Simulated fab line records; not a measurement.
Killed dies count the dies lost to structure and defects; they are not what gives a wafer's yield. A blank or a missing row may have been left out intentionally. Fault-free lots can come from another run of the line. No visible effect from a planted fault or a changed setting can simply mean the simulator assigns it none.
fab line records | flow nand_harc | part 1 of 2: steps 1 to 24 of 39
[record] lots = 5 wafers = 15 last_day = 33
route steps=1302 shown A_BLC@1108 A_M0@1137
lots that met no fault: from a run of the same line without faults
start_h: the number of hours between the record's first day and the start of the first shown wafer of the lot | wait_h: time in hours since the lot's previous step | " as in the row above | L1.1+2: several wafers, shown together as one row | - no value present, or no start provided | * or withheld: withheld | < > ~ a bound
route shown NAME@n: NAME is a module with steps in the file, n the number in the route of the first one | usual: average and standard deviation across the fault-free wafers | same: alike in all rows | chamber/n: place in a boat | sites: per-site readings | _std_site: their standard deviation | _edge_site: the outer-site mean with the inner-site mean subtracted | radius_mm: for every site, how far away it sits from the centre of the wafer | mask NAME#n: copy n | behind: tool/chamber where the wafer was last shaped | hold: reason for holding the lot/hours on hold/outcome of the hold | device: names the non-switching transistor (n, p or np) | end of line: the same wafers' tests at the end of the route | a step without rows: its recipe alone | killed: dies lost to structure and defects at the first sort, not the wafer's yield | map: shows each die of a wafer: x if killed, . if not, _ if none is there
set.NAME: setting as actually run; set.NAME@STEP: the setting as run at that earlier step | model.NAME: the simulator's own value behind a step, which no gauge read
lots at some steps of the route; a table a step, a row a wafer
services: from which hour (start_h, from the record's first day; less than 0 if before it) a tool's chamber was out of use, for how many hours, and why
[[steps]]
[step NHARC_A_BLC_HMDS_01]
[recipe] time_s = 30
// columns lot.wafer tool chamber start_h wait_h
L081.1+3+4 litho_track-01 0 - -
L083.1+5+6 litho_track-04 0 - -
L086.1+2+6 litho_track-06 0 - -
L085.1+4+5 litho_track-04 0 - -
L096.4+5+6 litho_track-06 0 - -
[step NHARC_A_BLC_COAT_02]
[recipe] temp_c = 260 time_s = 75
// columns lot.wafer tool chamber start_h wait_h
L081.1+3+4 litho_track-01 0 - -
L083.1+5+6 litho_track-04 0 - -
L086.1+2+6 litho_track-06 0 - -
L085.1+4+5 litho_track-04 0 - -
L096.4+5+6 litho_track-06 0 - -
[step NHARC_A_BLC_COAT_03]
[recipe] temp_c = 225 time_s = 65
// columns lot.wafer tool chamber start_h wait_h
L081.1+3+4 litho_track-01 0 - -
L083.1+5+6 litho_track-04 0 - -
L086.1+2+6 litho_track-06 0 - -
L085.1+4+5 litho_track-04 0 - -
L096.4+5+6 litho_track-06 0 - -
[step NHARC_A_BLC_COAT_04]
[recipe] spin_rpm = 1500 resist_thk_nm = 90
// columns lot.wafer tool chamber start_h wait_h
L081.1+3+4 litho_track-01 0 - -
L083.1+5+6 litho_track-04 0 - -
L086.1+2+6 litho_track-06 0 - -
L085.1+4+5 litho_track-04 0 - -
L096.4+5+6 litho_track-06 0 - -
[step NHARC_A_BLC_SOFTBAKE_05]
[recipe] temp_c = 105 time_s = 55
// columns lot.wafer tool chamber start_h wait_h
L081.1+3+4 litho_track-01 0 - -
L083.1+5+6 litho_track-04 0 - -
L086.1+2+6 litho_track-06 0 - -
L085.1+4+5 litho_track-04 0 - -
L096.4+5+6 litho_track-06 0 - -
[step NHARC_A_BLC_EBR_06]
// columns lot.wafer tool chamber start_h wait_h
L081.1+3+4 litho_track-01 0 - -
L083.1+5+6 litho_track-04 0 - -
L086.1+2+6 litho_track-06 0 - -
L085.1+4+5 litho_track-04 0 - -
L096.4+5+6 litho_track-06 0 - -
[step NHARC_A_BLC_EXPOSE_07]
[recipe] na = 1.35 target_cd_nm = 100 dose_mj = 67.97 mask_id = A_BLC
[usual] focus_offset_nm = 0.0/0.5 reticle_temp_C = 22.99/0.11
// columns lot.wafer tool chamber start_h wait_h mask focus_offset_nm reticle_temp_C
L081.1 arfi_scanner-02 0 593.34 - A_BLC#0 0.6 22.93
L081.3 " 0 " " A_BLC#0 -0.4 23.06
L081.4 " 0 " " A_BLC#0 -0.1 22.83
L083.1 arfi_scanner-02 0 609.46 - A_BLC#0 -0.3 23.01
L083.5 " 0 " " A_BLC#0 -0.5 22.90
L083.6 " 0 " " A_BLC#0 -0.2 22.94
L086.1 arfi_scanner-01 0 621.82 - A_BLC#0 0.9 23.11
L086.2 " 0 " " A_BLC#0 0.0 23.34
L086.6 " 0 " " A_BLC#0 1.2 23.00
L085.1 arfi_scanner-03 0 623.09 - A_BLC#0 0.0 23.14
L085.4 " 0 " " A_BLC#0 0.6 23.28
L085.5 " 0 " " A_BLC#0 0.8 23.11
L096.4 arfi_scanner-03 0 731.76 - A_BLC#0 1.1 23.02
L096.5 " 0 " " A_BLC#0 0.3 23.07
L096.6 " 0 " " A_BLC#0 0.0 22.87
[step NHARC_A_BLC_PEB_08]
[recipe] peb_temp_c = 100 peb_time_s = 65
// columns lot.wafer tool chamber start_h wait_h
L081.1+3+4 litho_track-06 0 593.40 0.1
L083.1+5+6 litho_track-06 0 609.52 0.1
L086.1+2+6 litho_track-04 0 621.88 0.1
L085.1+4+5 litho_track-01 0 623.15 0.1
L096.4+5+6 litho_track-06 0 731.80 0.0
[step NHARC_A_BLC_DEVELOP_09]
[recipe] develop_time_s = 35 dev_temp_c = 23
// columns lot.wafer tool chamber start_h wait_h
L081.1+3+4 litho_track-06 0 - -
L083.1+5+6 litho_track-06 0 - -
L086.1+2+6 litho_track-04 0 - -
L085.1+4+5 litho_track-01 0 - -
L096.4+5+6 litho_track-06 0 - -
[step NHARC_A_BLC_CD_MEAS_10]
[recipe] target_cd_nm = 100 landing_energy_ev = 500
[usual] cd_nm = 100.0/0.49
// columns lot.wafer tool chamber start_h wait_h cd_nm
L081.1 cd_sem-01 0 593.48 - 100.6
L081.3 " 0 " " 100.2
L081.4 " 0 " " 100.2
L083.1 cd_sem-03 0 609.60 - 100.8
L083.5 " 0 " " 99.2
L083.6 " 0 " " 99.6
L086.1 cd_sem-03 0 621.96 - 100.3
L086.2 " 0 " " 100.9
L086.6 " 0 " " 100.2
L085.1 cd_sem-03 0 623.23 - 99.6
L085.4 " 0 " " 99.8
L085.5 " 0 " " 100.5
L096.4 cd_sem-02 0 731.89 - 99.7
L096.5 " 0 " " 99.6
L096.6 " 0 " " 99.0
[step NHARC_A_BLC_OVL_MEAS_11]
[usual] overlay_x_nm = -0.1/0.73 overlay_y_nm = 0.1/0.92
// columns lot.wafer tool chamber start_h wait_h overlay_x_nm overlay_y_nm
L081.1 overlay-02 - 593.57 - -0.5 -1.3
L081.3 " - " " -0.9 -0.7
L081.4 " - " " -1.4 -1.2
L083.1 overlay-02 - 609.68 - 0.4 1.2
L083.5 " - " " 0.9 1.1
L083.6 " - " " 0.6 1.4
L086.1 overlay-01 - 622.05 - 0.2 -0.3
L086.2 " - " " 0.4 -0.3
L086.6 " - " " 0.5 -0.2
L085.1 overlay-02 - 623.32 - -0.6 0.0
L085.4 " - " " -0.5 0.3
L085.5 " - " " -1.0 0.0
L096.4 overlay-01 - 731.97 - -0.8 -0.4
L096.5 " - " " -0.7 -0.2
L096.6 " - " " -0.7 -0.5
[step NHARC_A_BLC_INSPECT_12]
[usual] raw_defect_count = 87/38
// columns lot.wafer tool chamber start_h wait_h raw_defect_count
L081.1 defect_inspect-02 - 593.61 0.0 83
L081.3 " - " " 72
L081.4 " - " " 81
L083.1 defect_inspect-01 - 609.72 0.0 54
L083.5 " - " " 82
L083.6 " - " " 85
L086.1 defect_inspect-02 - 622.08 0.0 30
L086.2 " - " " 30
L086.6 " - " " 17
L085.1 defect_inspect-01 - 623.36 0.0 98
L085.4 " - " " 88
L085.5 " - " " 92
L096.4 defect_inspect-01 - 732.01 0.0 67
L096.5 " - " " 51
L096.6 " - " " 58
[step NHARC_A_BLC_DESCUM_15]
[recipe] time_s = 3 o2_flow_sccm = 200 ar_flow_sccm = 0 bias_power_w = 0 chemistry = O2
[usual] chamber_pressure_mTorr = 60.00/0.059 drypump_motor_current_A = 5.9/0.55 oes_product_au = 1.001/0.0076 rf_vpp_V = 57.5/0.83 showerhead_plenum_p_Torr = 1.87/0.071 throttle_valve_pct = 11.311/0.0085
// columns lot.wafer tool chamber start_h wait_h chamber_pressure_mTorr drypump_motor_current_A oes_product_au rf_hours_counter_h rf_vpp_V showerhead_plenum_p_Torr throttle_valve_pct
L081.1 rie_diel-12 1 593.68 0.1 59.98 6.6 0.998 13 57.8 1.89 11.324
L081.3 " 2 " " 60.07 5.2 0.995 11 57.9 1.83 11.318
L081.4 " 3 " " 59.97 5.1 0.992 14 57.8 1.77 11.322
L083.1 rie_diel-12 1 609.78 0.1 59.97 6.6 1.003 15 58.6 1.89 11.295
L083.6 " 2 " " 59.97 5.1 0.994 - 58.3 1.83 11.308
L083.5 " 0 " " 60.06 6.0 0.992 - 57.3 1.85 11.303
L086.1 rie_diel-08 2 622.15 0.1 60.08 5.9 0.994 3 57.9 1.87 11.308
L086.2 " 1 " " 60.04 6.8 0.999 3 56.8 1.93 11.299
L086.6 " 2 " " 60.00 6.0 1.001 - 57.5 1.87 11.316
L085.4 rie_diel-08 2 623.42 0.1 59.90 5.9 1.004 3 56.6 1.87 11.302
L085.1 " 3 " " 60.08 5.9 1.013 3 58.3 2.04 11.306
L085.5 " 3 " " 59.97 5.9 1.010 - 58.2 2.04 11.301
L096.4 rie_diel-12 1 732.07 0.1 60.09 6.5 0.997 8 58.0 1.89 11.322
L096.6 " 1 " " 60.02 6.5 0.998 - 58.1 1.89 11.315
L096.5 " 2 " " 60.05 5.2 1.003 - 56.4 1.83 11.310
[step NHARC_A_BLC_ETCH_16]
[recipe] target_depth_a = 390 over_etch_frac = 0.3 time_s = 65 ion_energy_ev = 80 cf4_flow_sccm = 150 ar_flow_sccm = 0 rf_w = 300 bias_w = 100 chemistry = CF4
[usual] chamber_pressure_mTorr = 50.00/0.049 drypump_motor_current_A = 5.9/0.55 oes_product_au = 1.001/0.0071 rf_vpp_V = 150.7/1.2 showerhead_plenum_p_Torr = 1.73/0.064 throttle_valve_pct = 13.283/0.0088
// columns lot.wafer tool chamber start_h wait_h chamber_pressure_mTorr drypump_motor_current_A oes_product_au rf_hours_counter_h rf_vpp_V showerhead_plenum_p_Torr throttle_valve_pct
L081.4 rie_diel-12 3 593.75 0.1 49.99 5.1 0.995 14 151.8 1.65 13.274
L081.3 " 0 " " 49.99 6.0 0.995 13 151.6 1.72 13.284
L081.1 " 1 " " 50.13 6.6 1.002 13 151.8 1.75 13.288
L083.1 rie_diel-12 1 609.89 0.1 49.93 6.6 1.000 15 151.9 1.75 13.278
L083.5 " 1 " " 49.95 6.6 1.007 - 151.2 1.75 13.277
L083.6 " 0 " " 50.02 6.0 0.992 - 150.7 1.72 13.294
L086.1 rie_diel-08 2 622.24 0.1 49.96 6.0 0.997 3 150.2 1.73 13.282
L086.2 " 0 " " 49.98 5.8 1.002 3 150.4 1.66 13.277
L086.6 " 1 " " 49.95 6.8 1.007 - 152.5 1.78 13.283
L085.1 rie_diel-08 0 623.50 0.1 50.01 5.8 1.014 3 149.6 1.66 13.300
L085.4 " 2 " " 49.91 5.9 0.996 3 151.2 1.73 13.264
L085.5 " 0 " " 50.04 5.8 1.009 - 149.8 1.66 13.275
L096.4 rie_diel-12 0 732.16 0.1 50.02 6.0 0.998 9 149.6 1.71 13.283
L096.5 " 3 " " 50.03 5.1 0.986 - 150.6 1.64 13.296
L096.6 " 0 " " 49.98 6.0 1.002 - 149.3 1.71 13.283
[step NHARC_A_BLC_ETCH_17]
[recipe] target_depth_a = 3900 over_etch_frac = 0.25 time_s = 609.38 ion_energy_ev = 200 n2_flow_sccm = 150 h2_flow_sccm = 150 ar_flow_sccm = 0 rf_w = 400 bias_w = 150 chemistry = N2/H2
[usual] chamber_pressure_mTorr = 30.002/0.023 drypump_motor_current_A = 5.9/0.55 oes_product_au = 1.000/0.0067 rf_vpp_V = 428.9/2.5 showerhead_plenum_p_Torr = 1.99/0.082 throttle_valve_pct = 14.170/0.0094
// columns lot.wafer tool chamber start_h wait_h chamber_pressure_mTorr drypump_motor_current_A oes_product_au rf_hours_counter_h rf_vpp_V showerhead_plenum_p_Torr throttle_valve_pct
L081.1 rie_diel-12 2 - - 30.026 5.1 0.988 11 427.9 1.95 14.169
L081.4 " 3 " " 30.034 5.1 0.993 14 427.4 1.88 14.152
L081.3 " 0 " " 29.996 6.0 0.988 13 429.0 1.98 14.172
L083.1 rie_diel-12 1 - - 30.003 6.6 0.999 15 429.3 2.01 14.168
L083.5 " 2 " " 30.016 5.2 0.992 - 426.7 1.95 14.163
L083.6 " 0 " " 30.026 6.0 1.000 - 431.1 1.97 14.163
L086.1 rie_diel-08 2 - - 29.993 5.9 1.001 3 429.7 1.99 14.173
L086.2 " 0 " " 30.041 5.9 1.020 3 426.8 1.90 14.175
L086.6 " 3 " " 29.994 5.9 1.007 - 433.8 2.18 14.169
L085.1 rie_diel-08 3 - - 29.989 5.9 1.006 4 433.8 2.18 14.154
L085.4 " 1 " " 30.014 6.8 1.002 3 430.6 2.05 14.194
L085.5 " 3 " " 30.036 5.9 1.009 - 434.4 2.18 14.160
L096.4 rie_diel-12 0 - - 30.010 6.0 1.000 9 428.1 1.97 14.178
L096.5 " 0 " " 30.013 6.0 1.000 - 427.9 1.97 14.168
L096.6 " 1 " " 29.977 6.6 0.998 - 429.5 2.01 14.177
[step NHARC_A_BLC_ETCH_18]
[recipe] target_depth_a = 9100 c4f8_flow_sccm = 20 o2_flow_sccm = 10 ar_flow_sccm = withheld rf_w = 600 bias_w = 1500 chemistry = C4F8/O2/Ar
[usual] chamber_pressure_mTorr = 25.000/0.023 oes_product_au = 0.948/0.022 rf_vpp_V = 975/4.9
// columns lot.wafer tool chamber start_h wait_h chamber_pressure_mTorr oes_product_au rf_hours_counter_h rf_vpp_V
L081.4 rie_diel-12 2 - - 24.988 0.971 11 973
L081.3 " 3 " " 25.040 0.926 14 968
L081.1 " 1 " " 25.018 0.924 14 976
L083.1 rie_diel-12 1 - - 24.981 0.960 15 977
L083.5 " 0 " " 25.028 0.953 - 974
L083.6 " 1 " " 24.970 0.971 - 978
L086.1 rie_diel-08 2 - - 25.049 0.952 3 974
L086.2 " 0 " " 24.996 0.980 3 971
L086.6 " 3 " " 25.026 0.964 - 987
L085.4 rie_diel-08 1 - - 24.985 0.988 3 981
L085.1 " 2 " " 24.987 0.951 4 975
L085.5 " 1 " " 25.005 0.982 - 979
L096.4 rie_diel-12 1 - - 25.020 0.918 8 975
L096.5 " 3 " " 24.997 0.921 - 967
L096.6 " 0 " " 25.032 0.927 - 975
[step NHARC_A_BLC_CD_MEAS_19]
[usual] cd_nm = 99.5/1.5
// columns lot.wafer tool chamber start_h wait_h cd_nm
L081.1 cd_sem-03 - 594.63 - 101.1
L081.3 " - " " 100.6
L081.4 " - " " 96.6
L083.1 cd_sem-03 - 610.94 - 100.6
L083.5 " - " " 100.3
L083.6 " - " " 100.7
L086.1 cd_sem-01 - 623.11 - 99.9
L086.2 " - " " 101.4
L086.6 " - " " 100.0
L085.1 cd_sem-01 - 624.38 - 98.7
L085.4 " - " " 98.6
L085.5 " - " " 100.1
L096.4 cd_sem-02 - 733.04 - 96.6
L096.5 " - " " 100.5
L096.6 " - " " 100.3
[step NHARC_A_BLC_STRIP_29]
[recipe] cf4_flow_sccm = 150 ar_flow_sccm = 0 bias_w = 0 chemistry = CF4
[usual] chamber_pressure_mTorr = 49.99/0.048 drypump_motor_current_A = 5.9/0.55 oes_product_au = 0.999/0.0071 rf_vpp_V = 59.3/0.84 showerhead_plenum_p_Torr = 1.73/0.065 throttle_valve_pct = 13.284/0.0089
// columns lot.wafer tool chamber start_h wait_h chamber_pressure_mTorr drypump_motor_current_A oes_product_au rf_hours_counter_h rf_vpp_V showerhead_plenum_p_Torr throttle_valve_pct
L081.3 rie_diel-08 0 594.70 0.1 49.99 5.8 1.009 2 59.3 1.66 13.282
L081.1 " 1 " " 49.93 6.8 1.000 2 58.7 1.78 13.300
L081.4 " 3 " " 49.97 5.9 1.002 3 61.3 1.88 13.265
L083.1 rie_diel-08 3 611.04 0.1 49.99 6.0 1.007 3 59.6 1.88 13.297
L083.6 " 1 " " 50.00 6.8 1.002 - 59.9 1.78 13.284
L083.5 " 2 " " 50.01 5.9 0.999 - 59.3 1.73 13.280
L086.1 rie_diel-10 0 623.19 0.1 49.98 6.3 1.015 7 60.2 1.75 13.283
L086.2 " 2 " " 49.94 5.9 1.003 5 59.5 1.65 13.279
L086.6 " 0 " " 49.96 6.3 1.002 - 59.3 1.75 13.272
L085.4 rie_diel-08 1 624.46 0.1 50.02 6.8 1.005 3 58.4 1.78 13.284
L085.1 " 3 " " 50.00 5.9 0.999 4 59.9 1.88 13.294
L085.5 " 1 " " 50.02 6.8 1.001 - 59.2 1.78 13.294
L096.4 rie_diel-08 0 733.13 0.1 49.98 5.8 0.999 0 60.7 1.66 13.297
L096.5 " 2 " " 49.96 5.9 1.003 - 59.4 1.73 13.296
L096.6 " 3 " " 49.89 5.9 1.000 - 61.8 1.88 13.274
[step NHARC_A_BLC_STRIP_21]
[recipe] o2_flow_sccm = 500 ar_flow_sccm = 0 bias_w = 0 chemistry = O2
[usual] chamber_pressure_mTorr = 60.00/0.051 drypump_motor_current_A = 5.9/0.56 oes_product_au = 1.001/0.007 rf_vpp_V = 57.6/0.95 showerhead_plenum_p_Torr = 3.45/0.13 throttle_valve_pct = 17.037/0.0082
// columns lot.wafer tool chamber start_h wait_h chamber_pressure_mTorr drypump_motor_current_A oes_product_au rf_hours_counter_h rf_vpp_V showerhead_plenum_p_Torr throttle_valve_pct
L081.1 rie_diel-08 1 594.81 0.1 60.00 6.8 1.015 2 59.6 3.55 17.033
L081.3 " 2 " " 60.01 6.0 0.998 3 58.9 3.46 17.036
L081.4 " 3 " " 59.90 5.9 1.006 3 57.3 3.75 17.035
L083.1 rie_diel-08 3 611.14 0.1 59.98 5.9 1.003 3 58.3 3.75 17.041
L083.6 " 1 " " 59.99 6.8 1.007 - 56.1 3.55 17.047
L083.5 " 2 " " 59.99 5.9 0.987 - 58.9 3.46 17.032
L086.2 rie_diel-10 1 623.29 0.1 60.09 5.2 1.009 7 58.8 3.38 17.044
L086.1 " 3 " " 60.00 5.5 1.011 5 58.0 3.37 17.036
L086.6 " 1 " " 60.01 5.2 0.992 - 56.3 3.38 17.043
L085.1 rie_diel-08 3 624.57 0.1 60.07 5.9 1.012 4 57.6 3.75 17.034
L085.4 " 1 " " 60.04 6.8 1.000 3 59.0 3.55 17.042
L085.5 " 0 " " 60.01 5.9 1.000 - 56.7 3.31 17.032
L096.4 rie_diel-08 2 733.21 0.1 59.98 5.9 0.997 0 57.9 3.45 17.022
L096.6 " 2 " " 60.06 5.9 1.016 - 58.2 3.45 17.042
L096.5 " 3 " " 60.01 6.0 1.006 - 57.7 3.74 17.033
[step NHARC_A_BLC_STRIP_22]
[recipe] time_s = 600 temp_c = 30 chemistry = post_etch_residue_remover
// columns lot.wafer tool chamber start_h wait_h
L081.1+3+4 wet_bench-05 7,0,2 594.97 -
L083.1+6+5 wet_bench-07 3,7,0 611.27 -
L086.1+2+6 wet_bench-07 4,5,7 623.45 -
L085.4+1+5 wet_bench-05 0,2,4 624.73 -
L096.5+6+4 wet_bench-07 1,4,5 733.36 -
[step NHARC_A_BLC_DEGAS_30]
[recipe] temp_c = 300 time_s = 60
[usual] heater_power_w = 451/42
// columns lot.wafer tool chamber start_h wait_h heater_power_w
L081.3 pvd_sputter-02 - 595.24 - 537
L081.1 " - " " 485
L081.4 " - " " 380
L083.1 pvd_sputter-02 - 611.56 - 533
L083.5 " - " " 375
L083.6 " - " " 482
L086.1 pvd_sputter-01 - 623.71 - 435
L086.2 " - " " 510
L086.6 " - " " 430
L085.4 pvd_sputter-01 - 625.02 - 462
L085.1 " - " " 519
L085.5 " - " " 430
L096.4 pvd_sputter-01 - 733.63 - 504
L096.5 " - " " 499
L096.6 " - " " 419
[step NHARC_A_BLC_PRE_CLEAN_31]
[recipe] time_s = 15 bias_v = 250 gas = Ar
// columns lot.wafer tool chamber start_h wait_h
L081.1+4+3 pvd_sputter-02 - - -
L083.1+6+5 pvd_sputter-02 - - -
L086.2+1+6 pvd_sputter-01 - - -
L085.4+1+5 pvd_sputter-01 - - -
L096.4+5+6 pvd_sputter-01 - - -
[step NHARC_A_BLC_PVD_32]
[recipe] target_thk_a = 50 chamber_pressure_pa = 5 power_w = 5000 substrate_temp_c = 200 time_s = 17.7 material = Ti
[usual] throttle_valve_pct = 30.1/1.2
// columns lot.wafer tool chamber start_h wait_h throttle_valve_pct
L081.1 pvd_sputter-02 - - - 31.9
L081.4 " - " " 30.8
L081.3 " - " " 28.1
L083.1 pvd_sputter-02 - - - 30.9
L083.6 " - " " 29.6
L083.5 " - " " 31.8
L086.1 pvd_sputter-01 - - - 28.2
L086.2 " - " " 29.9
L086.6 " - " " 28.5
L085.1 pvd_sputter-01 - - - 29.8
L085.4 " - " " 30.0
L085.5 " - " " 29.7
L096.4 pvd_sputter-01 - - - 30.0
L096.5 " - " " 28.5
L096.6 " - " " 30.0
[step NHARC_A_BLC_ALD_23]
[recipe] target_thk_a = 30 pulse_time_s = 1 ald_cycles = 150 temp_c = 450 material = TiN
[usual] heater_power_w = 1129/110 precursor_pulse_height_rel = 1.001/0.02
// columns lot.wafer tool chamber start_h wait_h heater_power_w precursor_pulse_height_rel
L081.3 ald_metal-04 1 595.47 - 1013 1.024
L081.1 " 0 " " 1126 1.006
L081.4 " 2 " " 1080 1.016
L083.1 ald_metal-01 1 611.83 - 1012 1.016
L083.5 " 3 " " 1322 0.991
L083.6 " 0 " " 1076 1.005
L086.2 ald_metal-01 1 623.95 - 989 1.016
L086.1 " 2 " " 1164 1.007
L086.6 " 2 " " 1192 0.996
L085.4 ald_metal-04 3 625.27 - 1089 0.982
L085.1 " 1 " " 986 1.000
L085.5 " 0 " " 1139 1.006
L096.4 ald_metal-03 2 733.93 - 1365 0.968
L096.5 " 3 " " 1064 0.978
L096.6 " 0 " " 1028 1.028
